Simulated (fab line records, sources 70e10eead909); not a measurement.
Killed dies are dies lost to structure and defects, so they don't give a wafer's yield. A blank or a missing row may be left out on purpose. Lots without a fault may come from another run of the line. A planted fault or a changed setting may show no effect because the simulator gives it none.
Which tool did it? | flow nand_harc | 24 lots, 72 wafers sampled, at 5 steps of a route of 1159

WHAT THE GAUGES READ, wafer by wafer
NHARC_P_M1_CD_MEAS_09: target cd 130 nm.
lot  | measured     | on        | cd_nm (nm)
L074 | day 6 10:38  | cd_sem-03 | 127.7 128.8 128.0
L075 | day 6 11:20  | cd_sem-01 | 129.8 129.6 129.7
L076 | day 6 17:30  | cd_sem-02 | 128.2 129.5 128.8
L077 | day 6 18:54  | cd_sem-02 | 130.2 128.8 129.2
L078 | day 6 19:05  | cd_sem-03 | 129.2 128.3 127.7
L079 | day 7 09:18  | cd_sem-03 | 127.7 128.9 128.0
L081 | day 7 20:29  | cd_sem-03 | 129.6 129.3 129.7
L080 | day 7 21:13  | cd_sem-02 | 128.6 130.7 128.9
L083 | day 8 05:11  | cd_sem-02 | 128.5 128.5 129.4
L082 | day 8 08:31  | cd_sem-01 | 128.5 128.1 128.5
L084 | day 8 09:05  | cd_sem-02 | 129.7 129.7 128.5
L086 | day 9 06:01  | cd_sem-02 | 128.6 128.9 129.8
L087 | day 9 06:15  | cd_sem-01 | 129.3 128.0 129.5
L085 | day 9 06:49  | cd_sem-01 | 127.9 129.1 128.4
L088 | day 9 09:20  | cd_sem-03 | 129.1 130.1 129.5
L090 | day 9 23:59  | cd_sem-01 | 127.5 127.9 128.6
L089 | day 10 00:41 | cd_sem-01 | 129.9 130.2 130.1
L091 | day 10 07:26 | cd_sem-01 | 129.7 130.9 129.9
L092 | day 10 09:56 | cd_sem-03 | 129.8 129.1 129.1
L093 | day 10 19:05 | cd_sem-01 | 130.6 131.0 130.8
L094 | day 11 00:28 | cd_sem-01 | 128.7 130.6 129.9
L095 | day 11 00:59 | cd_sem-01 | 127.4 130.3 128.5
L096 | day 11 06:04 | cd_sem-03 | 129.1 128.0 128.6
L097 | day 11 17:14 | cd_sem-03 | 129.9 128.4 130.8

NHARC_P_M2_CD_MEAS_09: target cd 170 nm.
lot  | measured     | on        | cd_nm (nm)
L074 | day 6 14:53  | cd_sem-01 | 171.3 171.1 170.0
L075 | day 6 15:26  | cd_sem-02 | 169.9 170.2 170.6
L076 | day 6 22:09  | cd_sem-01 | 169.5 169.8 170.4
L077 | day 6 23:18  | cd_sem-03 | 170.8 171.0 169.6
L078 | day 6 23:44  | cd_sem-01 | 169.6 170.0 170.7
L079 | day 7 13:28  | cd_sem-03 | 170.8 171.6 170.8
L081 | day 8 00:41  | cd_sem-01 | 169.9 170.7 170.1
L080 | day 8 01:28  | cd_sem-01 | 171.4 170.6 170.7
L083 | day 8 09:31  | cd_sem-03 | 171.2 170.8 171.3
L082 | day 8 12:40  | cd_sem-03 | 170.3 169.2 170.5
L084 | day 8 13:14  | cd_sem-03 | 169.2 171.2 171.2
L086 | day 9 10:23  | cd_sem-01 | 171.9 170.9 171.1
L087 | day 9 10:33  | cd_sem-01 | 171.1 171.3 171.7
L085 | day 9 11:17  | cd_sem-02 | 171.3 172.0 170.8
L088 | day 9 13:31  | cd_sem-01 | 170.6 170.6 169.4
L090 | day 10 04:06 | cd_sem-01 | 170.3 169.8 169.7
L089 | day 10 04:46 | cd_sem-02 | 170.2 169.8 170.3
L091 | day 10 11:35 | cd_sem-02 | 170.5 171.0 170.2
L092 | day 10 14:01 | cd_sem-03 | 171.1 170.8 171.7
L093 | day 10 23:16 | cd_sem-03 | 171.1 170.7 171.7
L094 | day 11 04:30 | cd_sem-03 | 170.6 171.2 170.1
L095 | day 11 05:10 | cd_sem-02 | 171.0 170.5 170.8
L096 | day 11 10:29 | cd_sem-02 | 170.9 168.6 170.6
L097 | day 11 21:29 | cd_sem-01 | 170.5 169.8 171.0

NHARC_P_M2_INSPECT_27.
lot  | measured     | on                | raw_defect_count
L074 | day 6 17:52  | defect_inspect-02 | 360 431 232
L075 | day 6 18:14  | defect_inspect-02 | 254 261 575
L076 | day 7 00:58  | defect_inspect-02 | 185 263 420
L077 | day 7 02:07  | defect_inspect-01 | 368 434 257
L078 | day 7 02:46  | defect_inspect-01 | 234 312 408
L079 | day 7 16:16  | defect_inspect-01 | 485 172 312
L081 | day 8 03:31  | defect_inspect-02 | 331 317 263
L080 | day 8 04:14  | defect_inspect-01 | 160 233 261
L083 | day 8 12:17  | defect_inspect-02 | 604 287 595
L082 | day 8 15:28  | defect_inspect-02 | 337 259 526
L084 | day 8 16:02  | defect_inspect-02 | 399 177 231
L086 | day 9 13:25  | defect_inspect-01 | 331 283 309
L087 | day 9 13:46  | defect_inspect-01 | 397 242 466
L085 | day 9 14:11  | defect_inspect-02 | 304 447 613
L088 | day 9 16:16  | defect_inspect-01 | 307 401 254
L090 | day 10 06:51 | defect_inspect-01 | 321 292 385
L089 | day 10 07:32 | defect_inspect-02 | 675 613 497
L091 | day 10 14:20 | defect_inspect-02 | 193 212 178
L092 | day 10 16:47 | defect_inspect-02 | 262 231 261
L093 | day 11 02:03 | defect_inspect-01 | 462 414 255
L094 | day 11 07:22 | defect_inspect-02 | 535 201 462
L095 | day 11 08:25 | defect_inspect-02 | 398 487 273
L096 | day 11 13:18 | defect_inspect-02 | 229 311 452
L097 | day 12 00:13 | defect_inspect-02 | 231 274 207

WHICH TOOL RAN EACH LOT (tool, then ch and the chambers of the sampled wafers, then the start)
lot  | NHARC_P_M1_CMP_23             | NHARC_P_M1_PRE_CLEAN_32
L074 | cmp-01 ch 0,2,3, day 6 13:01  | pecvd-04 ch 0,1,2, day 6 13:34
L075 | cmp-03 ch 0,1,3, day 6 13:42  | pecvd-02 ch 1,2, day 6 14:14
L076 | cmp-03 ch 0,2,3, day 6 20:21  | pecvd-04 ch 0,1, day 6 20:48
L077 | cmp-02 ch 0,1,3, day 6 21:32  | pecvd-02 ch 0,2, day 6 22:04
L078 | cmp-01 ch 0,1,2, day 6 21:55  | pecvd-04 ch 1,2, day 6 22:33
L079 | cmp-02 ch 0,1, day 7 11:35    | pecvd-04 ch 0,1,2, day 7 12:09
L081 | cmp-02 ch 0,2,3, day 7 22:53  | pecvd-02 ch 0,1, day 7 23:23
L080 | cmp-03 ch 1,2,3, day 7 23:42  | pecvd-04 ch 0,1,2, day 8 00:10
L083 | cmp-03 ch 0,3, day 8 07:37    | pecvd-03 ch 0,1, day 8 08:10
L082 | cmp-02 ch 0,1,2, day 8 10:52  | pecvd-02 ch 0,1,2, day 8 11:22
L084 | cmp-03 ch 0,1,3, day 8 11:26  | pecvd-03 ch 0,1,2, day 8 11:56
L086 | cmp-03 ch 0,1, day 9 08:21    | pecvd-02 ch 0,2, day 9 09:05
L087 | cmp-02 ch 2,3, day 9 08:34    | pecvd-03 ch 1,2, day 9 09:07
L085 | cmp-01 ch 0,1,2, day 9 09:07  | pecvd-02 ch 0,1,2, day 9 09:57
L088 | cmp-02 ch 0,1,3, day 9 11:41  | pecvd-02 ch 1,2, day 9 12:11
L090 | cmp-02 ch 0,2, day 10 02:23   | pecvd-02 ch 0,1,2, day 10 02:54
L089 | cmp-01 ch 0,1, day 10 03:01   | pecvd-02 ch 0,1,2, day 10 03:34
L091 | cmp-03 ch 0,1,3, day 10 09:45 | pecvd-02 ch 0,1,2, day 10 10:17
L092 | cmp-01 ch 2,3, day 10 12:17   | pecvd-02 ch 0,1,2, day 10 12:49
L093 | cmp-02 ch 0,2,3, day 10 21:27 | pecvd-02 ch 0,1,2, day 10 21:56
L094 | cmp-03 ch 0,2,3, day 11 02:45 | pecvd-02 ch 0,2, day 11 03:19
L095 | cmp-02 ch 1,2,3, day 11 03:19 | pecvd-03 ch 0,1,2, day 11 03:50
L096 | cmp-03 ch 0,1,2, day 11 08:24 | pecvd-02 ch 0,1,2, day 11 08:59
L097 | cmp-02 ch 1,2, day 11 19:34   | pecvd-02 ch 0,1,2, day 11 20:07
- NHARC_P_M1_CMP_23: polishes, t overpolish 20 s, target thk 157.82 nm.
- NHARC_P_M1_PRE_CLEAN_32: time 12 s.

WHAT THE TOOLS THEMSELVES READ (means of the sampled wafers that have a number; where no wafer has one, the mark that the record gives instead)
NHARC_P_M1_CMP_23.
lot  | tool   | motor_current_A (A) | pad_life_wafers | time_to_endpoint_s (s)
L074 | cmp-01 | 11.2                | 265             | 28
L075 | cmp-03 | 11.6                | 398             | 29
L076 | cmp-03 | 11.6                | 429             | 32
L077 | cmp-02 | 12.2                | 68              | 29
L078 | cmp-01 | 11.5                | 327             | 27
L079 | cmp-02 | 11.6                | 122             | 28
L081 | cmp-02 | 13.3                | 206             | 23
L080 | cmp-03 | 11.8                | 9               | 30
L083 | cmp-03 | 11.7                | 54              | 29
L082 | cmp-02 | 11.9                | 284             | 25
L084 | cmp-03 | 11.4                | 69              | 31
L086 | cmp-03 | 11.4                | 180             | 29
L087 | cmp-02 | 13.3                | 396             | 26
L085 | cmp-01 | 11.7                | 121             | 32
L088 | cmp-02 | 12.4                | 416             | 27
L090 | cmp-02 | 12.2                | 494             | 26
L089 | cmp-01 | 11.7                | 230             | 33
L091 | cmp-03 | 11.3                | 331             | 29
L092 | cmp-01 | 11.4                | 282             | 24
L093 | cmp-02 | 12.9                | 50              | 31
L094 | cmp-03 | 11.5                | 434             | 31
L095 | cmp-02 | 12.5                | 80              | 28
L096 | cmp-03 | 11.7                | 476             | 28
L097 | cmp-02 | 12.4                | 174             | 30

NHARC_P_M1_PRE_CLEAN_32.
lot  | tool     | heater_power_w (W) | rf_fwd_power_W (W)
L074 | pecvd-04 | 536                | 292.4
L075 | pecvd-02 | 551                | 292.4
L076 | pecvd-04 | 495                | 292.7
L077 | pecvd-02 | 590                | 292.7
L078 | pecvd-04 | 574                | 291.7
L079 | pecvd-04 | 556                | 293.0
L081 | pecvd-02 | 654                | 291.7
L080 | pecvd-04 | 578                | 292.2
L083 | pecvd-03 | 593                | 292.2
L082 | pecvd-02 | 599                | 292.3
L084 | pecvd-03 | 666                | 292.2
L086 | pecvd-02 | 597                | 293.0
L087 | pecvd-03 | 671                | 293.1
L085 | pecvd-02 | 556                | 292.2
L088 | pecvd-02 | 579                | 292.5
L090 | pecvd-02 | 602                | 292.9
L089 | pecvd-02 | 609                | 291.7
L091 | pecvd-02 | 589                | 292.5
L092 | pecvd-02 | 620                | 293.1
L093 | pecvd-02 | 589                | 291.7
L094 | pecvd-02 | 650                | 292.5
L095 | pecvd-03 | 672                | 292.4
L096 | pecvd-02 | 575                | 292.9
L097 | pecvd-02 | 570                | 291.8

THE ANSWER, worked out from the rows above alone
Rule: what is usual is taken from the lots themselves. Put in order of their means at a reading, lots are off if they are a third of the lots or fewer, leave a main group of 4 or more, and stand apart from it by a gap of 3 or more times the standard deviation of the main group's means; of several such gaps the widest counts. A main group whose means are all the same, to the digits that the tables above print for the reading, isn't used. A lot without any number at a reading at which 4 lots or more have one is off too. The other lots that the step has rows for count as sound. The gauges are gone through in route order, then the tools' own readings, and for those a lot's mean is taken as printed above. The first step at which some lot is off is used, and at that step the reading that is off furthest; a lot without a number counts as furthest.
No lot is off at any reading shown: from this, nothing can be told.

WHAT THE SIMULATOR HAD PUT IN
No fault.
